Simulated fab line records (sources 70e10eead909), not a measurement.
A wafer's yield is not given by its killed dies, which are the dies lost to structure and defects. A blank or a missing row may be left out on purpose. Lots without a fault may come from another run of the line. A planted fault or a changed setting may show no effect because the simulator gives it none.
Chamber matching ; flow nand_harc ; 3 sister chambers for NHARC_A_CHANNEL_HOLE_D1_DEP_01 on pecvd-03
The step deposits SiON, target thk 140 nm. 20 wafers are shown with their chamber, then 10 later ones without.

## EACH WAFER AND ITS CHAMBER
wafer;chamber;showerhead_vpp_V (V);heater_power_w (W)
L653.1;0;1238;756
L653.2;2;1183;750
L653.4;2;1184;761
L654.3;1;1110;786
L654.4;2;1163;708
L654.5;0;1222;762
L655.1;1;1088;798
L655.3;2;1175;745
L655.5;2;1201;760
L656.1;1;1103;747
L656.4;2;1166;678
L656.5;1;1090;760
L657.1;0;1224;776
L657.2;1;1077;765
L657.6;2;1201;757
L659.1;0;1233;725
L659.2;2;1181;691
L659.4;0;1220;718
L660.1;2;1177;749
L660.3;0;1212;820

SIGNATURES (means of the wafers above)
reading;chamber 0;chamber 1;chamber 2;scatter within a chamber
showerhead_vpp_V;1224.83;1093.60;1181.22;12.2
heater_power_w;759.50;771.20;733.22;31.4
Rule: distance of a wafer from a chamber = root of the sum over the readings of ((wafer's reading minus chamber's mean) / reading's scatter) squared. The wafer belongs to the nearest chamber; if the next one is less than 2 further off, it can't be placed. How the scatter is found: for the shown wafers, subtract from each reading the mean of its chamber, square and add these, divide the total by (wafers less chambers), then take the root.

## WAFERS WHOSE CHAMBER IS MISSING
wafer;showerhead_vpp_V (V);heater_power_w (W)
L660.4;1097;733
L664.2;1188;623
L664.4;1182;643
L664.5;1214;769
L666.3;1228;781
L666.5;1106;669
L666.6;1230;797
L667.1;1231;752
L667.3;1181;728
L667.4;1108;720

## WHICH CHAMBER EACH ONE RAN IN
wafer;from the rows above;in truth
L660.4;1;1
L664.2;can't be placed: 2 or 0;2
L664.4;2;2
L664.5;can't be placed: 0 or 2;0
L666.3;0;0
L666.5;1;1
L666.6;0;0
L667.1;0;0
L667.3;2;2
L667.4;1;1
Placed correctly: 8 of 10. Can't be placed from these rows: 2 (the true chamber is among the candidates in 2). Number placed wrongly: 0.
